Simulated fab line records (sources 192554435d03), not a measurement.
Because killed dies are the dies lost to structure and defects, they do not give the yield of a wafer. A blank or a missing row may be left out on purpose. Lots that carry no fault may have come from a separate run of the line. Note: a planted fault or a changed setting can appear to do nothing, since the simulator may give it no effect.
fab line records ; flow n5_finfet
record: lots: 7; wafers: 21
route steps=1938 shown PMOS_HMC_CHANNEL_EPI@63 FIN_SAQP@102 FIN_CUT@160 DUMMY_GATE@223
start_h: hours from the record's opening day to when the first of the lot's shown wafers began ; wait_h: how many hours have passed since the lot's step before this one ; " the same as in the row above ; L1.1+2: a row that stands for several wafers ; - either no value or no given start ; * or withheld: withheld ; < > ~ a bound
route shown NAME@n: NAME is a module with steps in the file, n the number in the route of the first one ; usual: average and standard deviation across the fault-free wafers ; same: alike in all rows ; chamber/n: place in a boat ; sites: each site's reading ; _std_site: standard deviation across them ; _edge_site: mean of outer sites minus mean of inner sites ; radius_mm: for every site, how far away it sits from the centre of the wafer ; mask NAME#n: copy n ; behind: tool/chamber where the wafer was last shaped ; hold: cause of the lot's hold/its duration in hours/its outcome ; device: the transistor (n, p or np) that didn't switch ; end of line: tests run on the same wafers once the route is complete ; a step without rows: its recipe alone ; killed: not the wafer's yield, but the dies lost to structure and defects at the first sort ; map: a wafer's dies, marking killed ones x, the rest . and places with no die _
set.NAME: the run value of the setting; set.NAME@STEP: its run value at that earlier step ; model.NAME: the simulator's own value behind a step, which no gauge read
one table per step and one row per wafer, for lots whose settings were changed on purpose
== steps ==
step: N5_PMOS_HMC_CHANNEL_EPI_PEB_07
recipe: peb_temp_c: 110; peb_time_s: 60; resist: CAR-ArF-block
lot.wafer;tool;chamber;start_h;wait_h;set.peb_temp_c
L074.2+5+6;litho_track-03;0;17.70;0.0;110
L075.1+3+5;litho_track-03;0;23.07;0.1;110
L078.3+5+6;litho_track-01;0;42.32;0.0;110
L080.2;litho_track-01;0;54.43;0.0;110
L080.4+5;litho_track-01;0;54.43;0.0;107.5
L084.1+2;litho_track-03;0;77.53;0.1;110
L084.3;litho_track-03;0;77.53;0.1;111.4
L086.1;litho_track-03;0;89.40;0.1;106.4
L086.2+4;litho_track-03;0;89.40;0.1;110
L092.1+3+4;litho_track-01;0;125.11;0.1;110
step: N5_PMOS_HMC_CHANNEL_EPI_DEVELOP_08
recipe: develop_time_s: 30; developer: TMAH; resist: CAR-ArF-block; dev_temp_c: 23; rinse_liquid: diw; dry: air_spin
lot.wafer;tool;chamber;start_h;wait_h;set.develop_time_s
L074.2;litho_track-03;0;-;-;30
L074.5+6;litho_track-03;0;-;-;23.32
L075.1;litho_track-03;0;-;-;35.58
L075.3+5;litho_track-03;0;-;-;30
L078.3+5+6;litho_track-01;0;-;-;30
L080.2+4;litho_track-01;0;-;-;32.73
L080.5;litho_track-01;0;-;-;30
L084.1;litho_track-03;0;-;-;30
L084.2+3;litho_track-03;0;-;-;33.45
L086.1;litho_track-03;0;-;-;36.61
L086.2+4;litho_track-03;0;-;-;30
L092.1+3;litho_track-01;0;-;-;30
L092.4;litho_track-01;0;-;-;34.25
step: N5_PMOS_HMC_CHANNEL_EPI_CD_MEAS_09
recipe: target_cd_nm: 237.4; landing_energy_ev: 500; detector: se_inlens
usual: cd_nm: 237.2/1.1
lot.wafer;tool;chamber;start_h;wait_h;set.peb_temp_c@PMOS_HMC_CHANNEL_EPI_PEB_07;cd_nm
L074.2;cd_sem-03;0;17.77;-;110;237.4
L074.5;cd_sem-03;0;17.77;-;110;235.0
L074.6;cd_sem-03;0;17.77;-;110;236.5
L075.1;cd_sem-01;0;23.13;-;110;239.4
L075.3;cd_sem-01;0;23.13;-;110;236.3
L075.5;cd_sem-01;0;23.13;-;110;237.2
L078.3;cd_sem-03;0;42.39;-;110;238.7
L078.5;cd_sem-03;0;42.39;-;110;239.4
L078.6;cd_sem-03;0;42.39;-;110;239.5
L080.2;cd_sem-02;0;54.50;-;110;236.4
L080.4;cd_sem-02;0;54.50;-;107.5;230.3
L080.5;cd_sem-02;0;54.50;-;107.5;229.0
L084.1;cd_sem-02;0;77.60;-;110;238.7
L084.2;cd_sem-02;0;77.60;-;110;238.5
L084.3;cd_sem-02;0;77.60;-;111.4;242.1
L086.1;cd_sem-01;0;89.46;-;106.4;225.9
L086.2;cd_sem-01;0;89.46;-;110;236.0
L086.4;cd_sem-01;0;89.46;-;110;237.6
L092.1;cd_sem-02;0;125.17;-;110;235.8
L092.3;cd_sem-02;0;125.17;-;110;235.9
L092.4;cd_sem-02;0;125.17;-;110;235.9
step: N5_PMOS_HMC_CHANNEL_EPI_DESCUM_14
recipe: chemistry: O2; time_s: 7.9; source_power_w: 50; bias_power_w: 20; pressure_mtorr: 20; rf_frequency_hz: 2.712e+07; temp_c: 40; resist: CAR-ArF-block; o2_flow_sccm: 225
lot.wafer;tool;chamber;start_h;wait_h;set.peb_temp_c@PMOS_HMC_CHANNEL_EPI_PEB_07;model.PMOS_HMC_CHANNEL_EPI.cd_nm
L074.2;rie_diel-02;0;17.85;0.0;110;237.1
L074.5;rie_diel-02;1;17.85;0.0;110;235.6
L074.6;rie_diel-02;2;17.85;0.0;110;236.5
L075.1;rie_diel-03;2;23.22;0.0;110;239.1
L075.3;rie_diel-03;3;23.22;0.0;110;236.3
L075.5;rie_diel-03;1;23.22;0.0;110;236.8
L078.3;rie_diel-03;0;42.47;0.0;110;238.5
L078.5;rie_diel-03;2;42.47;0.0;110;239.6
L078.6;rie_diel-03;1;42.47;0.0;110;239.8
L080.2;rie_diel-01;2;55.16;0.6;110;236.7
L080.4;rie_diel-01;2;55.16;0.6;107.5;230.1
L080.5;rie_diel-01;0;55.16;0.6;107.5;229.4
L084.1;rie_diel-03;3;77.69;0.0;110;238.4
L084.2;rie_diel-03;2;77.69;0.0;110;238.6
L084.3;rie_diel-03;0;77.69;0.0;111.4;242.6
L086.1;rie_diel-03;3;89.55;0.0;106.4;225.8
L086.2;rie_diel-03;2;89.55;0.0;110;236.3
L086.4;rie_diel-03;1;89.55;0.0;110;237.1
L092.1;rie_diel-01;2;125.26;0.0;110;235.7
L092.3;rie_diel-01;1;125.26;0.0;110;236.1
L092.4;rie_diel-01;0;125.26;0.0;110;236.3
step: N5_PMOS_HMC_CHANNEL_EPI_ETCH_32
recipe: chemistry: N2/H2; target: BARC; stop_on: SiO2; target_depth_a: 858; over_etch_frac: 0.3; time_s: 50.3; ion_energy_ev: 200; mask_material: CAR-ArF-block; pressure_mtorr: 30; source_w: 840; bias_w: 150; n2_flow_sccm: 200; h2_flow_sccm: 200
lot.wafer;tool;chamber;start_h;wait_h;set.peb_temp_c@PMOS_HMC_CHANNEL_EPI_PEB_07;model.PMOS_HMC_CHANNEL_EPI.cd_nm
L074.2;rie_diel-02;0;17.89;0.0;110;238.9
L074.5;rie_diel-02;1;17.89;0.0;110;238.6
L074.6;rie_diel-02;2;17.89;0.0;110;239.3
L075.1;rie_diel-03;2;23.26;0.0;110;241.4
L075.3;rie_diel-03;3;23.26;0.0;110;238.6
L075.5;rie_diel-03;1;23.26;0.0;110;240.6
L078.3;rie_diel-03;0;42.51;0.0;110;241.1
L078.5;rie_diel-03;2;42.51;0.0;110;241.8
L078.6;rie_diel-03;1;42.51;0.0;110;242.7
L080.2;rie_diel-01;2;55.19;0.0;110;239.3
L080.4;rie_diel-01;2;55.19;0.0;107.5;233.1
L080.5;rie_diel-01;0;55.19;0.0;107.5;234
L084.1;rie_diel-03;3;77.72;0.0;110;241.6
L084.2;rie_diel-03;2;77.72;0.0;110;241.2
L084.3;rie_diel-03;0;77.72;0.0;111.4;245.4
L086.1;rie_diel-03;3;89.59;0.0;106.4;229
L086.2;rie_diel-03;2;89.59;0.0;110;238.3
L086.4;rie_diel-03;1;89.59;0.0;110;241.1
L092.1;rie_diel-01;2;125.30;0.0;110;237.9
L092.3;rie_diel-01;1;125.30;0.0;110;240.7
L092.4;rie_diel-01;0;125.30;0.0;110;240.3
step: N5_FIN_SAQP_HM_DEP_72
recipe: material: SiO2; target_thk_a: 120; temp_c: 400; precursor: SiH4/N2O; pressure_torr: 0.75; rf_w: 275; time_s: 7.2
lot.wafer;tool;chamber;start_h;wait_h;set.time_s;model.SiO2_of_FIN_SAQP_HM_DEP_72.thk_nm
L074.2;pecvd-01;1;21.63;0.0;7.2;11.54
L074.5;pecvd-01;1;21.63;0.0;6.501;10.5
L074.6;pecvd-01;2;21.63;0.0;6.501;10.67
L075.1;pecvd-02;0;27.77;0.0;7.2;12.14
L075.3;pecvd-02;1;27.77;0.0;7.2;11.97
L075.5;pecvd-02;2;27.77;0.0;7.2;12.03
L078.3;pecvd-01;1;47.28;0.0;7.2;11.93
L078.5;pecvd-01;0;47.28;0.0;7.2;12.33
L078.6;pecvd-01;1;47.28;0.0;7.2;12.07
L080.2;pecvd-01;0;59.93;0.0;6.128;10.28
L080.4;pecvd-01;2;59.93;0.0;7.2;12.16
L080.5;pecvd-01;0;59.93;0.0;7.2;12.21
L084.1;pecvd-02;0;81.40;0.0;6.657;11.43
L084.2;pecvd-02;2;81.40;0.0;7.2;12.04
L084.3;pecvd-02;1;81.40;0.0;6.657;11.34
L086.1;pecvd-01;1;94.60;0.0;7.511;12.23
L086.2;pecvd-01;2;94.60;0.0;7.2;11.7
L086.4;pecvd-01;1;94.60;0.0;7.2;11.65
L092.1;pecvd-01;2;129.27;0.0;6.754;11.05
L092.3;pecvd-01;1;129.27;0.0;7.2;11.73
L092.4;pecvd-01;1;129.27;0.0;6.754;11.12
step: N5_FIN_SAQP_DESCUM_21
recipe: chemistry: O2; time_s: 7.9; source_power_w: 50; bias_power_w: 20; pressure_mtorr: 20; rf_frequency_hz: 2.712e+07; temp_c: 40; resist: CAR-ArF; o2_flow_sccm: 225
lot.wafer;tool;chamber;start_h;wait_h;set.time_s
L074.2+5+6;rie_diel-04;0,1,2;22.07;0.0;6.345
L075.1+3;rie_diel-04;0,3;28.37;0.1;7.152
L075.5;rie_diel-04;3;28.37;0.1;7.9
L078.3+5+6;rie_diel-04;3,1,2;47.88;0.1;7.9
L080.2+5;rie_diel-04;0,1;60.86;0.4;7.9
L080.4;rie_diel-04;2;60.86;0.4;7.167
L084.1+2+3;rie_diel-06;1,3,2;81.85;0.0;7.9
L086.1+2+4;rie_diel-04;0,3,2;95.02;0.0;7.9
L092.1+3;rie_diel-04;0,2;129.82;0.0;8.448
L092.4;rie_diel-04;1;129.82;0.0;7.9
step: N5_FIN_SAQP_ETCH_51
recipe: chemistry: CF4; target: SiARC; target_depth_a: 455; mask_material: CAR-ArF; time_s: 75.8; ion_energy_ev: 80; pressure_mtorr: 40; source_w: 545; bias_w: 36; Ar_flow_sccm: 100; cf4_flow_sccm: 100; ends: cleared
step: N5_FIN_SAQP_ETCH_52
recipe: chemistry: N2/H2; target: SOC; target_depth_a: 1000; overetch_a: 200; mask_material: SiARC; temp_c: 40; time_s: 150; ion_energy_ev: 200; pressure_mtorr: 30; source_w: 840; bias_w: 150; n2_flow_sccm: 200; h2_flow_sccm: 200; ends: end_point
step: N5_FIN_SAQP_STRIP_53
recipe: chemistry: N2/H2; temp_c: 40; n2_flow_sccm: 200; h2_flow_sccm: 200; rf_frequency_hz: 6e+07
step: N5_FIN_SAQP_HM_OPEN_73
recipe: chemistry: CHF3/O2; target: SiO2; stop_on: a-Si; target_depth_a: 120; over_etch_frac: 1.8; mask_material: SOC; time_s: 16.8; pressure_mtorr: 30; source_w: 650; bias_w: 170; Ar_flow_sccm: 200; CHF3_flow_sccm: 50; O2_flow_sccm: 5; ion_energy_ev: 200; ends: end_point
lot.wafer;tool;chamber;start_h;wait_h;set.time_s@FIN_SAQP_HM_DEP_72;model.etch.depth_nm
L074.2;rie_diel-04;0;22.27;0.0;7.2;11.54
L074.5;rie_diel-04;1;22.27;0.0;6.501;10.5
L074.6;rie_diel-04;2;22.27;0.0;6.501;10.67
L075.1;rie_diel-04;0;28.57;0.0;7.2;12.14
L075.3;rie_diel-04;3;28.57;0.0;7.2;11.97
L075.5;rie_diel-04;3;28.57;0.0;7.2;12.03
L078.3;rie_diel-04;3;48.08;0.0;7.2;11.93
L078.5;rie_diel-04;1;48.08;0.0;7.2;12.33
L078.6;rie_diel-04;2;48.08;0.0;7.2;12.07
L080.2;rie_diel-04;0;61.05;0.0;6.128;10.28
L080.4;rie_diel-04;2;61.05;0.0;7.2;12.16
L080.5;rie_diel-04;1;61.05;0.0;7.2;12.21
L084.1;rie_diel-06;1;82.05;0.0;6.657;11.43
L084.2;rie_diel-06;3;82.05;0.0;7.2;12.04
L084.3;rie_diel-06;2;82.05;0.0;6.657;11.34
L086.1;rie_diel-04;0;95.22;0.0;7.511;12.23
L086.2;rie_diel-04;3;95.22;0.0;7.2;11.7
L086.4;rie_diel-04;2;95.22;0.0;7.2;11.65
L092.1;rie_diel-04;0;130.02;0.0;6.754;11.05
L092.3;rie_diel-04;2;130.02;0.0;7.2;11.73
L092.4;rie_diel-04;1;130.02;0.0;6.754;11.12
step: N5_FIN_CUT_EXPOSE_05
recipe: mask_id: FIN_CUT; na: 0.33; source_shape: annular; sigma_inner: 0.35; sigma_outer: 0.8; polarization: unpolarized; dose_mj: 45.75
lot.wafer;tool;chamber;start_h;wait_h;mask;set.dose_mj
L074.2+5;euv_scanner-02;0;28.07;-;FIN_CUT#0;45.75
L074.6;euv_scanner-02;0;28.07;-;FIN_CUT#0;43.45
L075.1+5;euv_scanner-01;0;33.50;-;FIN_CUT#0;43.9
L075.3;euv_scanner-01;0;33.50;-;FIN_CUT#0;45.75
L078.3+5+6;euv_scanner-01;0;52.46;-;FIN_CUT#0;45.75
L080.2+5;euv_scanner-02;0;65.29;-;FIN_CUT#0;48.56
L080.4;euv_scanner-02;0;65.29;-;FIN_CUT#0;45.75
L084.1;euv_scanner-01;0;86.53;-;FIN_CUT#0;48.24
L084.2+3;euv_scanner-01;0;86.53;-;FIN_CUT#0;45.75
L086.1+2;euv_scanner-01;0;101.20;-;FIN_CUT#0;47
L086.4;euv_scanner-01;0;101.20;-;FIN_CUT#0;45.75
L092.1;euv_scanner-02;0;134.46;-;FIN_CUT#0;44.22
L092.3+4;euv_scanner-02;0;134.46;-;FIN_CUT#0;45.75
step: N5_FIN_CUT_PEB_06
recipe: peb_temp_c: 100; peb_time_s: 60; resist: CAR-EUV
step: N5_FIN_CUT_DEVELOP_07
recipe: develop_time_s: 30; developer: TMAH; resist: CAR-EUV; rinse_liquid: surfactant_rinse; dry: air_spin; dev_temp_c: 23
step: N5_FIN_CUT_CD_MEAS_08
recipe: target_cd_nm: 29.1; landing_energy_ev: 500; detector: se_inlens; polarity: opening
usual: cd_nm: 29.27/0.25
lot.wafer;tool;chamber;start_h;wait_h;set.dose_mj@FIN_CUT_EXPOSE_05;cd_nm
L074.2;cd_sem-01;0;28.20;-;45.75;29.63
L074.5;cd_sem-01;0;28.20;-;45.75;29.32
L074.6;cd_sem-01;0;28.20;-;43.45;28.59
L075.1;cd_sem-03;0;33.64;-;43.9;28.37
L075.3;cd_sem-03;0;33.64;-;45.75;29.29
L075.5;cd_sem-03;0;33.64;-;43.9;28.48
L078.3;cd_sem-01;0;52.58;-;45.75;29.24
L078.5;cd_sem-01;0;52.58;-;45.75;28.99
L078.6;cd_sem-01;0;52.58;-;45.75;29.31
L080.2;cd_sem-01;0;65.42;-;48.56;30.21
L080.4;cd_sem-01;0;65.42;-;45.75;29.12
L080.5;cd_sem-01;0;65.42;-;48.56;30.65
L084.1;cd_sem-03;0;86.66;-;48.24;30.33
L084.2;cd_sem-03;0;86.66;-;45.75;29.36
L084.3;cd_sem-03;0;86.66;-;45.75;29.60
L086.1;cd_sem-02;0;101.33;-;47;29.70
L086.2;cd_sem-02;0;101.33;-;47;29.86
L086.4;cd_sem-02;0;101.33;-;45.75;29.22
L092.1;cd_sem-03;0;134.59;-;44.22;29.19
L092.3;cd_sem-03;0;134.59;-;45.75;29.78
L092.4;cd_sem-03;0;134.59;-;45.75;29.13
step: N5_FIN_CUT_DESCUM_13
recipe: chemistry: O2; time_s: 7; source_power_w: 50; bias_power_w: 20; pressure_mtorr: 20; rf_frequency_hz: 2.712e+07; temp_c: 40; resist: CAR-EUV; o2_flow_sccm: 225
step: N5_FIN_CUT_ETCH_30
recipe: chemistry: N2/H2; target: underlayer; target_depth_a: 130; mask_material: CAR-EUV; time_s: 10.4; ion_energy_ev: 200; pressure_mtorr: 30; source_w: 840; bias_w: 150; n2_flow_sccm: 200; h2_flow_sccm: 200; ends: cleared
lot.wafer;tool;chamber;start_h;wait_h;set.dose_mj@FIN_CUT_EXPOSE_05;model.FIN_CUT.cd_offset_nm
L074.2;rie_diel-01;1;28.35;0.0;45.75;0.4
L074.5;rie_diel-01;1;28.35;0.0;45.75;0.2
L074.6;rie_diel-01;2;28.35;0.0;43.45;-0.2
L075.1+5;rie_diel-01;1;33.80;0.0;43.9;-0.4
L075.3;rie_diel-01;0;33.80;0.0;45.75;0
L078.3+5+6;rie_diel-03;2,1,0;54.14;0.0;45.75;0.2
L080.2;rie_diel-02;1;65.57;0.0;48.56;1.8
L080.4;rie_diel-02;3;65.57;0.0;45.75;0.4
L080.5;rie_diel-02;3;65.57;0.0;48.56;1.6
L084.1;rie_diel-02;0;86.83;0.0;48.24;1
L084.2+3;rie_diel-02;3,1;86.83;0.0;45.75;0.4
L086.1+2;rie_diel-01;1,0;101.49;0.0;47;0.6
L086.4;rie_diel-01;2;101.49;0.0;45.75;0.2
L092.1;rie_diel-02;2;134.75;0.0;44.22;-0.4
L092.3;rie_diel-02;0;134.75;0.0;45.75;0.6
L092.4;rie_diel-02;3;134.75;0.0;45.75;0.2
step: N5_FIN_CUT_ETCH_20
recipe: chemistry: CF4; target: SiARC; target_depth_a: 260; mask_material: CAR-EUV; time_s: 43.3; ion_energy_ev: 80; pressure_mtorr: 40; source_w: 545; bias_w: 36; Ar_flow_sccm: 100; cf4_flow_sccm: 100; ends: cleared
lot.wafer;tool;chamber;start_h;wait_h;set.dose_mj@FIN_CUT_EXPOSE_05;model.FIN_CUT.cd_offset_nm
L074.2;rie_diel-01;1;28.37;0.0;45.75;0.6
L074.5;rie_diel-01;1;28.37;0.0;45.75;0.4
L074.6;rie_diel-01;2;28.37;0.0;43.45;-0.6
L075.1+5;rie_diel-01;1;33.82;0.0;43.9;-0.2
L075.3;rie_diel-01;0;33.82;0.0;45.75;0
L078.3;rie_diel-03;2;54.16;0.0;45.75;0.2
L078.5;rie_diel-03;1;54.16;0.0;45.75;0
L078.6;rie_diel-03;0;54.16;0.0;45.75;0.4
L080.2;rie_diel-02;1;65.59;0.0;48.56;1.6
L080.4;rie_diel-02;3;65.59;0.0;45.75;0.4
L080.5;rie_diel-02;3;65.59;0.0;48.56;1.4
L084.1;rie_diel-02;0;86.85;0.0;48.24;1
L084.2+3;rie_diel-02;3,1;86.85;0.0;45.75;0.4
L086.1;rie_diel-01;1;101.51;0.0;47;0.8
L086.2;rie_diel-01;0;101.51;0.0;47;0.4
L086.4;rie_diel-01;2;101.51;0.0;45.75;0
L092.1;rie_diel-02;2;134.77;0.0;44.22;-0.4
L092.3;rie_diel-02;0;134.77;0.0;45.75;0.6
L092.4;rie_diel-02;3;134.77;0.0;45.75;0.4
step: N5_FIN_CUT_ETCH_21
recipe: chemistry: N2/H2; target: SOC; target_depth_a: 2190; overetch_a: 438; mask_material: SiARC; temp_c: 40; ion_energy_ev: 100; bias_w: 61; time_s: 523.5; pressure_mtorr: 30; source_w: 850; n2_flow_sccm: 200; h2_flow_sccm: 200
usual: rf_vpp_V: 240.6/1.6
lot.wafer;tool;chamber;start_h;wait_h;set.bias_w;rf_vpp_V;model.SiARC_of_FIN_CUT_COAT_19.thk_nm
L074.2;rie_diel-01;1;28.41;0.0;61;237.9;11.8
L074.5;rie_diel-01;1;28.41;0.0;61;239.8;12
L074.6;rie_diel-01;2;28.41;0.0;61;239.0;11.6
L075.1;rie_diel-01;1;33.85;0.0;68.49;257.9;11.2
L075.3;rie_diel-01;0;33.85;0.0;61;241.1;12
L075.5;rie_diel-01;1;33.85;0.0;61;240.1;11.8
L078.3;rie_diel-03;2;54.20;0.0;61;242.4;11.8
L078.5;rie_diel-03;1;54.20;0.0;61;238.5;11.6
L078.6;rie_diel-03;0;54.20;0.0;61;241.2;11.8
L080.2;rie_diel-02;1;65.63;0.0;68.89;261.4;11.2
L080.4;rie_diel-02;3;65.63;0.0;68.89;263.2;11.4
L080.5;rie_diel-02;3;65.63;0.0;61;244.2;12
L084.1;rie_diel-02;0;86.89;0.0;61;239.7;12.2
L084.2;rie_diel-02;3;86.89;0.0;54.91;228.9;12.6
L084.3;rie_diel-02;1;86.89;0.0;54.91;225.1;12.4
L086.1;rie_diel-01;1;101.54;0.0;69.9;259.8;10.8
L086.2;rie_diel-01;0;101.54;0.0;69.9;264.0;11
L086.4;rie_diel-01;2;101.54;0.0;61;240.2;11.4
L092.1;rie_diel-02;2;134.81;0.0;61;239.4;11.8
L092.3;rie_diel-02;0;134.81;0.0;54.83;223.6;12.8
L092.4;rie_diel-02;3;134.81;0.0;54.83;225.0;12.6
step: N5_DUMMY_GATE_COAT_35
recipe: resist: SiARC; temp_c: 220; time_s: 60; spin_rpm: 1500; resist_thk_nm: 10
lot.wafer;tool;chamber;start_h;wait_h;set.spin_rpm;model.SiARC_of_DUMMY_GATE_COAT_35.thk_nm
L074.2+6;litho_track-01;0;-;-;1500;10
L074.5;litho_track-01;0;-;-;1628;9.6
L075.1+3+5;litho_track-01;0;-;-;1500;10
L078.3+5+6;litho_track-04;0;-;-;1500;10
L080.2;litho_track-02;0;-;-;1500;10
L080.4+5;litho_track-02;0;-;-;1651;9.6
L084.1+3;litho_track-04;0;-;-;1500;10
L084.2;litho_track-04;0;-;-;1434;10.2
L086.1;litho_track-04;0;-;-;1644;9.6
L086.2+4;litho_track-04;0;-;-;1500;10
L092.1+3;litho_track-01;0;-;-;1500;10
L092.4;litho_track-01;0;-;-;1577;9.8
step: N5_DUMMY_GATE_COAT_28
recipe: resist: underlayer; temp_c: 205; time_s: 60; spin_rpm: 1500; resist_thk_nm: 10
lot.wafer;tool;chamber;start_h;wait_h;set.spin_rpm;model.underlayer_of_DUMMY_GATE_COAT_28.thk_nm
L074.2;litho_track-01;0;-;-;1439;10.2
L074.5+6;litho_track-01;0;-;-;1500;10
L075.1+3+5;litho_track-01;0;-;-;1500;10
L078.3+5+6;litho_track-04;0;-;-;1500;10
L080.2+4+5;litho_track-02;0;-;-;1500;10
L084.1+3;litho_track-04;0;-;-;1500;10
L084.2;litho_track-04;0;-;-;1384;10.4
L086.1+4;litho_track-04;0;-;-;1500;10
L086.2;litho_track-04;0;-;-;1613;9.6
L092.1;litho_track-01;0;-;-;1600;9.6
L092.3+4;litho_track-01;0;-;-;1500;10
== key ==
split: step: N5_PMOS_HMC_CHANNEL_EPI_PEB_07; setting: peb_temp_c; stated: 110; by: wafer
response: step: N5_PMOS_HMC_CHANNEL_EPI_CD_MEAS_09; reading: cd_nm; change: +3.17; per: 1%; r: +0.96
response: step: N5_PMOS_HMC_CHANNEL_EPI_DESCUM_14; reading: model.PMOS_HMC_CHANNEL_EPI.cd_nm; change: +3.24; per: 1%; r: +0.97
response: step: N5_PMOS_HMC_CHANNEL_EPI_ETCH_32; reading: model.PMOS_HMC_CHANNEL_EPI.cd_nm; change: +3.05; per: 1%; r: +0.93
split: step: N5_PMOS_HMC_CHANNEL_EPI_DEVELOP_08; setting: develop_time_s; stated: 30; by: wafer
response none clear
split: step: N5_FIN_SAQP_HM_DEP_72; setting: time_s; stated: 7.2; by: wafer
response: step: N5_FIN_SAQP_HM_DEP_72; reading: model.SiO2_of_FIN_SAQP_HM_DEP_72.thk_nm; change: +0.114; per: 1%; r: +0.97
response: step: N5_FIN_SAQP_HM_OPEN_73; reading: model.etch.depth_nm; change: +0.114; per: 1%; r: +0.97
split: step: N5_FIN_SAQP_DESCUM_21; setting: time_s; stated: 7.9; by: wafer
response none clear
split: step: N5_FIN_CUT_EXPOSE_05; setting: dose_mj; stated: 45.75; by: wafer
response: step: N5_FIN_CUT_CD_MEAS_08; reading: cd_nm; change: +0.18; per: 1%; r: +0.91
response: step: N5_FIN_CUT_ETCH_30; reading: model.FIN_CUT.cd_offset_nm; change: +0.15; per: 1%; r: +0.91
response: step: N5_FIN_CUT_ETCH_20; reading: model.FIN_CUT.cd_offset_nm; change: +0.165; per: 1%; r: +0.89
split: step: N5_FIN_CUT_ETCH_21; setting: bias_w; stated: 61; by: wafer
response: step: N5_FIN_CUT_ETCH_21; reading: rf_vpp_V; change: +1.42; per: 1%; r: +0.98
response: step: N5_FIN_CUT_ETCH_21; reading: model.SiARC_of_FIN_CUT_COAT_19.thk_nm; change: -0.0505; per: 1%; r: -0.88
split: step: N5_DUMMY_GATE_COAT_35; setting: spin_rpm; stated: 1500; by: wafer
response: step: N5_DUMMY_GATE_COAT_35; reading: model.SiARC_of_DUMMY_GATE_COAT_35.thk_nm; change: -0.0423; per: 1%; r: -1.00
split: step: N5_DUMMY_GATE_COAT_28; setting: spin_rpm; stated: 1500; by: wafer
response: step: N5_DUMMY_GATE_COAT_28; reading: model.underlayer_of_DUMMY_GATE_COAT_28.thk_nm; change: -0.054; per: 1%; r: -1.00
